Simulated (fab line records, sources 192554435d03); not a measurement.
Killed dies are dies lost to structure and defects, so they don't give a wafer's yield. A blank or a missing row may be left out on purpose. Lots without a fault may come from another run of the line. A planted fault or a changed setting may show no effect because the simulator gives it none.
fab line records | flow n5_finfet
record lots=4 wafers=12 last_day=18
route steps=1938 shown FIN_SAQP@149 FIN_CUT@154 PASSIVATION@1936
lots that met no fault: from a run of the same line without faults
start_h: hours from the record's first day to the start of the lot's first wafer shown | wait_h: hours since the lot's step before | " the same as in the row above | L1.1+2: a row that stands for several wafers | - no value, or no start given | * or withheld: withheld | < > ~ a bound
route shown NAME@n: a module of which the file shows steps, and the number in the route of the first | usual: mean/standard deviation of fault-free wafers | same: alike in all rows | chamber/n: place in a boat | sites: the reading at each site | _std_site: their standard deviation | _edge_site: outer sites' mean less inner sites' | radius_mm: how far each site lies from the wafer's centre | mask NAME#n: copy n | behind: the tool/chamber that last shaped the wafer | hold: why the lot was held/for how many hours/how that ended | device: the transistor (n, p or np) that didn't switch | end of line: the same wafers' tests at the end of the route | a step without rows: its recipe alone | killed: dies lost to structure and defects at the first sort, not the wafer's yield | map: a wafer's dies, x killed, . not, _ none there
set.NAME: the setting as run; set.NAME@STEP: as run at that earlier step | model.NAME: the simulator's own value behind a step, which no gauge read
lots at some steps of the route; a table a step, a row a wafer
services: from which hour (start_h, from the record's first day; less than 0 if before it) a tool's chamber was out of use, for how many hours, and why
## steps
# step N5_FIN_SAQP_PRECLEAN_38
# recipe chemistry=O3/DIW time_s=45 temp_c=22 o3_ppm=10
# step N5_FIN_SAQP_PRECLEAN_45
# recipe chemistry=dHF time_s=10 dilution=500:1 temp_c=25
# step N5_FIN_SAQP_SRD_39
# recipe dry=ipa_marangoni time_s=30 temp_c=23 rinse_liquid=diw
# step N5_FIN_CUT_COAT_18
# recipe resist=SOC temp_c=250 time_s=60 spin_rpm=1500 resist_thk_nm=230
# step N5_FIN_CUT_COAT_19
# recipe resist=SiARC temp_c=220 time_s=60 spin_rpm=1500 resist_thk_nm=20
# step N5_FIN_CUT_COAT_29
# recipe resist=underlayer temp_c=205 time_s=60 spin_rpm=1500 resist_thk_nm=10
# step N5_FIN_CUT_COAT_02
# recipe resist=CAR-EUV spin_rpm=1500 resist_thk_nm=30
# step N5_FIN_CUT_EBR_04
# recipe solvent=PGMEA ebr_width_mm=1.5
# step N5_FIN_CUT_SOFTBAKE_03
# recipe temp_c=110 time_s=60 resist=CAR-EUV
# step N5_FIN_CUT_EXPOSE_05
# recipe mask_id=FIN_CUT na=0.33 source_shape=annular sigma_inner=0.35 sigma_outer=0.8 polarization=unpolarized dose_mj=45.75
# usual exposure_dose_mJ_cm2=45.89/0.21
# columns lot.wafer tool chamber start_h wait_h mask exposure_dose_mJ_cm2
L726.2 euv_scanner-02 0 57.42 - FIN_CUT#0 45.72
L726.5 " 0 " " FIN_CUT#0 45.71
L726.6 " 0 " " FIN_CUT#0 45.71
L735.2 euv_scanner-02 0 110.11 - FIN_CUT#0 49.49
L735.4 " 0 " " FIN_CUT#0 49.48
L735.6 " 0 " " FIN_CUT#0 49.49
L736.1 euv_scanner-02 0 115.49 - FIN_CUT#0 48.79
L736.3 " 0 " " FIN_CUT#0 48.66
L736.6 " 0 " " FIN_CUT#0 48.69
L739.4 euv_scanner-01 0 134.83 - FIN_CUT#0 46.08
L739.5 " 0 " " FIN_CUT#0 46.11
L739.6 " 0 " " FIN_CUT#0 46.06
# step N5_FIN_CUT_PEB_06
# recipe peb_temp_c=100 peb_time_s=60 resist=CAR-EUV
# step N5_FIN_CUT_DEVELOP_07
# recipe develop_time_s=30 developer=TMAH resist=CAR-EUV rinse_liquid=surfactant_rinse dry=air_spin dev_temp_c=23
# step N5_FIN_CUT_CD_MEAS_08
# recipe target_cd_nm=29.1 landing_energy_ev=500 detector=se_inlens polarity=opening
# usual cd_nm=29.09/0.23
# columns lot.wafer tool chamber start_h wait_h cd_nm
L726.2 cd_sem-03 0 57.55 - 29.17
L726.5 " 0 " " 29.15
L726.6 " 0 " " 28.90
L735.2 cd_sem-02 0 110.24 - 30.84
L735.4 " 0 " " 30.34
L735.6 " 0 " " 30.52
L736.1 cd_sem-02 0 115.63 - 29.89
L736.3 " 0 " " 30.48
L736.6 " 0 " " 30.09
L739.4 cd_sem-01 0 134.94 - 29.11
L739.5 " 0 " " 28.83
L739.6 " 0 " " 29.09
# step N5_FIN_CUT_DESCUM_13
# recipe chemistry=O2 time_s=7 source_power_w=50 bias_power_w=20 pressure_mtorr=20 rf_frequency_hz=2.712e+07 temp_c=40 resist=CAR-EUV o2_flow_sccm=225
# step N5_FIN_CUT_ETCH_30
# recipe chemistry=N2/H2 target=underlayer target_depth_a=130 mask_material=CAR-EUV time_s=10.4 ion_energy_ev=200 pressure_mtorr=30 source_w=840 bias_w=150 n2_flow_sccm=200 h2_flow_sccm=200 ends=cleared
# usual drypump_motor_current_A=6.0/0.48 etch_rf_on_time_s=10.4/0.33 oes_product_au=0.65/0.05 rf_vpp_V=523.7/2.3 showerhead_plenum_p_Torr=2.54/0.072 throttle_valve_pct=17.92/0.17
# columns lot.wafer tool chamber start_h wait_h drypump_motor_current_A etch_rf_on_time_s oes_product_au rf_hours_counter_h rf_vpp_V showerhead_plenum_p_Torr throttle_valve_pct model.FIN_CUT.cd_offset_nm
L726.2 rie_diel-02 1 58.16 0.0 5.7 10.9 0.62 138 527.5 2.65 17.84 0
L726.5 " 1 " " 5.7 10.9 0.61 - 528.1 2.65 17.86 0
L726.6 " 3 " " 6.5 10.2 0.71 - 521.6 2.47 18.09 0
L735.2 rie_diel-02 0 110.47 0.0 6.5 10.3 0.65 133 524.7 2.56 18.10 1.4
L735.4 " 1 " " 5.7 10.9 0.61 153 527.8 2.65 17.89 1.2
L735.6 " 1 " " 5.7 11.0 0.61 - 527.6 2.65 17.89 1.2
L736.1 rie_diel-05 2 115.96 0.0 6.8 10.5 0.61 207 523.8 2.53 17.82 1.2
L736.3 " 0 " " 6.0 10.1 0.61 249 524.8 2.61 17.85 1
L736.6 " 3 " " 5.2 10.3 0.64 - 522.8 2.53 17.85 1.2
L739.4 rie_diel-02 0 135.09 0.0 6.6 10.4 0.63 138 524.7 2.55 18.14 0
L739.5 " 2 " " 5.8 10.2 0.62 - 521.3 2.53 17.92 -0.2
L739.6 " 1 " " 5.7 11.0 0.61 - 527.0 2.64 17.89 0.2
# step N5_FIN_CUT_ETCH_20
# recipe chemistry=CF4 target=SiARC target_depth_a=260 mask_material=CAR-EUV time_s=43.3 ion_energy_ev=80 pressure_mtorr=40 source_w=545 bias_w=36 Ar_flow_sccm=100 cf4_flow_sccm=100 ends=cleared
# step N5_FIN_CUT_ETCH_21
# recipe chemistry=N2/H2 target=SOC target_depth_a=2190 overetch_a=438 mask_material=SiARC temp_c=40 ion_energy_ev=100 bias_w=61 time_s=523.5 pressure_mtorr=30 source_w=850 n2_flow_sccm=200 h2_flow_sccm=200
# step N5_FIN_CUT_STRIP_23
# recipe chemistry=N2/H2 temp_c=40 n2_flow_sccm=200 h2_flow_sccm=200 rf_frequency_hz=6e+07
# step N5_FIN_CUT_STRIP_31
# recipe chemistry=N2/H2 temp_c=40 n2_flow_sccm=200 h2_flow_sccm=200 rf_frequency_hz=6e+07
# step N5_FIN_CUT_STRIP_24
# recipe chemistry=CF4 resist=SiARC power_w=300 bias_power_w=75 pressure_mtorr=50 cf4_flow_sccm=150 rf_frequency_hz=6e+07
# step N5_FIN_CUT_CUT_ETCH_26
# recipe chemistry=CH3F/O2 target=SiNx target_depth_a=390 mask_material=SOC time_s=55.7 pressure_mtorr=30 source_w=395 bias_w=73 Ar_flow_sccm=150 CH3F_flow_sccm=30 O2_flow_sccm=20 ion_energy_ev=120
# step N5_FIN_CUT_CUT_ETCH_27
# recipe chemistry=CHF3/O2 target=SiO2 target_depth_a=40 mask_material=SOC overetch_a=20 time_s=4.9 pressure_mtorr=30 source_w=650 bias_w=170 Ar_flow_sccm=200 CHF3_flow_sccm=50 O2_flow_sccm=5 ion_energy_ev=200
# step N5_FIN_CUT_PRECLEAN_35
# recipe time_s=13.3 temp_c=45 pressure_torr=125 p_hf_torr=3 p_coreactant_torr=25 chemistry=vHF
# step N5_FIN_CUT_CUT_ETCH_15
# recipe chemistry=HBr/Cl2/O2 target=Si target_depth_a=1000 bt_time_s=10 mask_material=SOC time_s=42.4 ion_energy_ev=* bias_w=* pressure_mtorr=10 icp_w=800 HBr_flow_sccm=150 Cl2_flow_sccm=80 O2_flow_sccm=12
# step N5_FIN_CUT_CUT_ETCH_28
# recipe chemistry=HBr/Cl2/O2 target=Si target_depth_a=60 mask_material=SOC time_s=2.4 ion_energy_ev=* bias_w=* pressure_mtorr=10 icp_w=800 HBr_flow_sccm=150 Cl2_flow_sccm=80 O2_flow_sccm=12
# usual drypump_motor_current_A=5.6/0.55 oes_o_777_au=0.98/0.043 oes_product_au=1.004/0.012 throttle_valve_pct=37.3/0.31
# columns lot.wafer tool chamber start_h wait_h drypump_motor_current_A oes_o_777_au oes_product_au rf_hours_counter_h throttle_valve_pct model.FIN_CUT.cd_offset_nm
L726.2 rie_si-04 2 58.84 0.0 5.7 0.98 1.001 147 37.0 -0.6
L726.5 " 2 " " 5.8 0.98 1.003 - 37.0 -0.6
L726.6 " 1 " " 4.8 1.01 1.002 - 37.0 0.4
L735.2 rie_si-03 3 111.13 0.0 5.4 0.96 0.980 70 37.7 2.4
L735.4 " 2 " " 5.6 1.06 1.010 10 37.0 2
L735.6 " 3 " " 5.4 0.96 0.982 - 37.7 2
L736.1 rie_si-01 0 116.61 0.0 5.4 1.01 1.040 71 37.1 0.8
L736.3 " 1 " " 5.9 0.94 1.000 172 37.0 1.6
L736.6 " 1 " " 6.0 0.93 1.003 - 37.0 1.6
L739.4 rie_si-04 2 135.74 0.0 5.8 0.98 1.005 148 37.0 0.2
L739.5 " 0 " " 5.5 1.02 1.012 - 37.4 0
L739.6 " 3 " " 5.6 0.90 0.990 - 37.0 -0.2
# step N5_FIN_CUT_STRIP_22
# recipe chemistry=N2/H2 power_w=500 temp_c=40 pressure_mtorr=50 rf_frequency_hz=6e+07 overash_fraction=0.3 bias_power_w=8 h2_frac=0.5 n2_flow_sccm=300 h2_flow_sccm=300
# step N5_PASSIVATION_PROBE_49
# usual killed_at_M0_to_M3=33/11 killed_at_M4_up=15/6.2 killed_at_contacts=13/6.5 killed_at_front_end=38/11 killed_at_other=3.4/2.6 killed_dies=102/17 killed_open=67/12 killed_short=34/7.9
# same gross_dies=1180 killed_at_back_side=0
# columns lot.wafer tool chamber start_h wait_h killed_at_M0_to_M3 killed_at_M4_up killed_at_contacts killed_at_front_end killed_at_other killed_dies killed_open killed_short
L735.2 prober-01 - 391.92 0.1 31 15 8 43 1 98 67 30
L735.4 prober-01 - 392.02 0.2 19 10 8 41 1 79 47 31
L735.6 prober-01 - 392.12 0.3 23 15 8 22 4 72 55 17
# killed by level:class
L735.2 STI_FIN_REVEAL:geometric_particle:open=11 FIN_SAQP:geometric_particle:short=7 GATE_CUT:geometric_particle:short=7 MOL_CONTACT_COAG:geometric_particle:open=7 FIN_SAQP:geometric_particle:open=6 BEOL_M0_SAQP:geometric_particle:open=6 BEOL_M1:geometric_particle:open=6 BEOL_M3:geometric_particle:open=6
L735.4 GATE_CUT:geometric_particle:short=11 BEOL_M3:geometric_particle:open=6 MOL_CONTACT_COAG:geometric_particle:open=6 STI_FIN_REVEAL:geometric_particle:open=5 BEOL_M4:geometric_particle:open=5 FIN_SAQP:geometric_particle:short=4 ILD0:geometric_particle:short=4 FIN_SAQP:geometric_particle:open=3
L735.6 MOL_CONTACT_COAG:geometric_particle:open=8 BEOL_M4:geometric_particle:open=7 BEOL_M0_SAQP:geometric_particle:open=6 BEOL_M1:geometric_particle:open=6 STI_FIN_REVEAL:geometric_particle:open=5 BEOL_M5:geometric_particle:open=4 FIN_SAQP:geometric_particle:short=3 BEOL_M0_SAQP:geometric_particle:short=3
## services
# columns tool chamber start_h hours kind
euv_scanner-02 - 40.71 0.6 repair
rie_si-03 - 44.43 0.6 repair
rie_diel-05 - 51.87 28.1 pm
rie_diel-02 0 52.41 13.2 repair
euv_scanner-01 - 52.52 1.0 pm
euv_scanner-01 0 53.93 - calibration
euv_scanner-01 - 59.73 1.1 repair
euv_scanner-01 - 60.95 4.6 pm
euv_scanner-02 - 84.52 1.0 pm
rie_diel-02 1 93.14 16.4 repair
rie_si-03 0 96.08 10.2 repair
euv_scanner-01 - 108.63 1.0 pm
euv_scanner-01 - 110.79 8.0 pm
rie_diel-05 0 122.27 - clean
rie_diel-05 0 122.27 - consumable_replace:focus_ring
rie_diel-05 0 122.27 24.0 scheduled_down
rie_diel-05 0 122.27 24.0 vent_cycle
## key
first_sign step=N5_FIN_CUT_EXPOSE_05 reading=exposure_dose_mJ_cm2 direction=up sigmas=15 usual=45.89 struck=49.10
effect step=N5_FIN_CUT_CD_MEAS_08 reading=cd_nm direction=up sigmas=5.5 usual=29.09 struck=30.36 through=control_loop
model_effect step=N5_FIN_CUT_ETCH_30 value=FIN_CUT.cd_offset_nm without=-0.1 struck=1.2
model_effect step=N5_FIN_CUT_CUT_ETCH_28 value=FIN_CUT.cd_offset_nm without=0.4 struck=1.733
met_at N5_FIN_CUT_EXPOSE_05
struck_wafers L735.2,L735.4,L735.6,L736.1,L736.3,L736.6
tester_left_out L735,L736
loop_trim step=N5_FIN_CUT_EXPOSE_05 setting=dose lots=L736
onset_between 57.42 110.11
fault kind=process_parameter_drift tool=euv_scanner-02 chamber=- onset_h=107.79 steps=N5_FIN_CUT_EXPOSE_05 channel=dose_mj offset=3.8195 shape=step acts_in=these_recipes_only stated=45.75
# tester_left_out: of these lots the tester's yield and bins aren't shown, on N5 and GAA mostly nor the transistor test; their killed dies are dies lost to structure and defects alone, not to doping, threshold or leakage, so they don't give the yield
# loop_trim: a control loop set the setting to another value than it would have without faults
